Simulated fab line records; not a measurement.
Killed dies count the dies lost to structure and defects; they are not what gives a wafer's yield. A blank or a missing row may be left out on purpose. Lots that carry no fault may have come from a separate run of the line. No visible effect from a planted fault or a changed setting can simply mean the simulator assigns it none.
Which of the tools did it? || flow nand harc || Sampling: 12 lots, 36 wafers, 2 of 1302 route steps

WHAT THE GAUGES READ, wafer by wafer
NHARC_P_CONTACT_INSPECT_27.
{"lot": "L075", "measured": "day 6 06:22", "on": "defect inspect-02", "raw defect count": "269 251 235"}
{"lot": "L077", "measured": "day 7 10:52", "on": "defect inspect-01", "raw defect count": "271 196 294"}
{"lot": "L079", "measured": "day 7 20:56", "on": "defect inspect-01", "raw defect count": "221 321 233"}
{"lot": "L081", "measured": "day 8 23:58", "on": "defect inspect-01", "raw defect count": "284 372 440"}
{"lot": "L083", "measured": "day 9 18:01", "on": "defect inspect-01", "raw defect count": "439 273 323"}
{"lot": "L085", "measured": "day 10 23:58", "on": "defect inspect-02", "raw defect count": "416 310 340"}
{"lot": "L087", "measured": "day 11 09:46", "on": "defect inspect-02", "raw defect count": "352 192 796"}
{"lot": "L089", "measured": "day 12 03:28", "on": "defect inspect-02", "raw defect count": "182 108 125"}
{"lot": "L091", "measured": "day 13 01:56", "on": "defect inspect-01", "raw defect count": "247 361 365"}
{"lot": "L093", "measured": "day 14 00:01", "on": "defect inspect-02", "raw defect count": "251 416 347"}
{"lot": "L095", "measured": "day 15 05:11", "on": "defect inspect-01", "raw defect count": "282 257 360"}
{"lot": "L097", "measured": "day 15 15:10", "on": "defect inspect-01", "raw defect count": "346 497 563"}

TOOL THAT RAN EACH LOT (tool first, then ch and the chambers of the sampled wafers, then the start)
{"lot": "L075", "NHARC_P_CONTACT_ETCH_36": "rie diel-06 ch 1,2,3, day 6 06:22 or earlier"}
{"lot": "L077", "NHARC_P_CONTACT_ETCH_36": "rie diel-06 ch 0,1,2, day 7 10:52 or earlier"}
{"lot": "L079", "NHARC_P_CONTACT_ETCH_36": "rie diel-06 ch 0,1,3, day 7 20:56 or earlier"}
{"lot": "L081", "NHARC_P_CONTACT_ETCH_36": "rie diel-06 ch 0,1,3, day 8 23:58 or earlier"}
{"lot": "L083", "NHARC_P_CONTACT_ETCH_36": "rie diel-05 ch 1,2,3, day 9 18:01 or earlier"}
{"lot": "L085", "NHARC_P_CONTACT_ETCH_36": "rie diel-01 ch 1,2,3, day 10 23:58 or earlier"}
{"lot": "L087", "NHARC_P_CONTACT_ETCH_36": "rie diel-01 ch 0,1,2, day 11 09:46 or earlier"}
{"lot": "L089", "NHARC_P_CONTACT_ETCH_36": "rie diel-01 ch 0,1,2, day 12 03:28 or earlier"}
{"lot": "L091", "NHARC_P_CONTACT_ETCH_36": "rie diel-01 ch 2,3, day 13 01:56 or earlier"}
{"lot": "L093", "NHARC_P_CONTACT_ETCH_36": "rie diel-05 ch 0,1,3, day 14 00:01 or earlier"}
{"lot": "L095", "NHARC_P_CONTACT_ETCH_36": "rie diel-01 ch 0,3, day 15 05:11 or earlier"}
{"lot": "L097", "NHARC_P_CONTACT_ETCH_36": "rie diel-06 ch 0,1, day 15 15:10 or earlier"}
- NHARC_P_CONTACT_ETCH_36: etches the open film in N2/H2, target depth 260 nm, time 406.25 s.

THE ANSWER, worked out from the rows above alone
Rule: the usual values come from the lots themselves. Put in order of their means at a reading, lots are off if they are a third of the lots or fewer, leave a main group of 4 or more, and stand apart from it by a gap of 3 or more times the standard deviation of the main group's means; of several such gaps the widest counts. If all means in a main group match to the digits the tables above print for the reading, that group is not used. Also off: a lot with no number at a reading for which 4 or more lots have one. All remaining lots with rows at the step are treated as sound.
Across all readings shown, no lot is off: no conclusion can be drawn from this.

WHAT WAS PUT IN BY THE SIMULATOR
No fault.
